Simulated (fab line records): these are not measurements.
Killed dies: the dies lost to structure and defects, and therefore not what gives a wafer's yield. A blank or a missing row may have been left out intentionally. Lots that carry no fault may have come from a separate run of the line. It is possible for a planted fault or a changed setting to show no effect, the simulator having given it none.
Code-filled problem report in 8D (eight disciplines) form | flow nand harc | the parts of the form that need people (team, actions taken, sign-off) are left out

## 1. PROBLEM STATEMENT
time to endpoint s at NHARC_P_M0_CMP_23 reads a mean of 9 s on 3 wafers of 3 lots; wafers without a fault read 29 s with a standard deviation of 3.3. That puts it -6.1 standard deviations away from the usual mean.
The step: polishes, t overpolish 20 s, target thk 117.53 nm.
First seen on wafer L883.3, day 9 01:56, on cmp-04. At this step, 43 wafers from 15 lots have a number in the record. Rule for "out", or "out of limits": more than 4 standard deviations from the usual mean. Any other wafer with a number is counted as sound.

## 2. WHAT IT IS; WHAT IT IS NOT
question                    | is                     | is not
which readings at this step | time to endpoint s     | motor current A
which lots                  | L883, L884, L886       | L872, L873, L874, L875, L876, L878, L879, L880, L881, L885, L894, L895
which wafers of those lots  | L883.3, L884.3, L886.1 | L883.2, L883.6, L884.4, L886.4
read on which tools         | cmp-01, cmp-04         | cmp-03
when                        | from day 9 01:56       | up to then (32 sound wafers); but 8 sound wafers of L884, L886, L894, L895 came after

## 3. THE SUSPECTS, EACH WITH WHAT RULES IT OUT
Counting: a tool at a process step up to the reading stays a suspect if it ran every lot that is out. Sound lots after the first of them don't rule it out here, since some wafers of a struck lot are sound.
- rie diel-08 at NHARC_P_M0_ETCH_15 (etches the open film in C4F8/Ar, target depth 150 nm, overetch 15 nm, time 82.5 s): kept. It processed each lot that is out (first: L883, day 9 01:11); up to then, its last sound lot is L881 (day 8 06:28). NHARC_P_M0_ETCH_15: start missing for some lots; hours and lot order therefore follow NHARC_P_M0_ECD_22.
- ecd cu-02 at NHARC_P_M0_ECD_22 (material Cu, target thk 400 nm): kept. It processed each lot that is out (first: L883, day 9 01:11); up to then, its last sound lot is L885 (day 9 00:41).
Remaining after the count are rie diel-08 at NHARC_P_M0_ETCH_15 and ecd cu-02 at NHARC_P_M0_ECD_22.

## 4. THE CAUSE (what the simulator had put in)
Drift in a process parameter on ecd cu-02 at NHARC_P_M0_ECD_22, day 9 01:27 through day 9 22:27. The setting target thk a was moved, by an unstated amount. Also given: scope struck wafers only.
Counting leaves 2 suspects; this tool is one of them.

## 5. THE CHAIN OF EFFECTS, in route order
Rows list readings where the struck wafers' mean (over those with a number) sits beyond 3 standard deviations from the usual. Scope: only readings with a usual standard deviation given in the record; hours: median across lots of the time from each lot's start at the first step in this table that gives one to its start at this step; sigmas: change in usual standard deviations.
hours | step              | reading            | usual | on struck wafers | change | sigmas
0     | NHARC_P_M0_CMP_23 | time to endpoint s | 29 s  | 9                | -20    | -6.1
Process steps it contains:
- NHARC_P_M0_CMP_23: polishes, t overpolish 20 s, target thk 117.53 nm.

## 6. HOW IT WOULD HAVE BEEN CAUGHT EARLIER
In this record the first reading out of limits was taken at day 9 01:56, 0 hours after the fault began at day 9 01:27.
Among the 3 lots that are out, L886 began NHARC_P_M0_ECD_22 on ecd cu-02 after day 9 01:56. A hold on the tool at that time would have spared it.
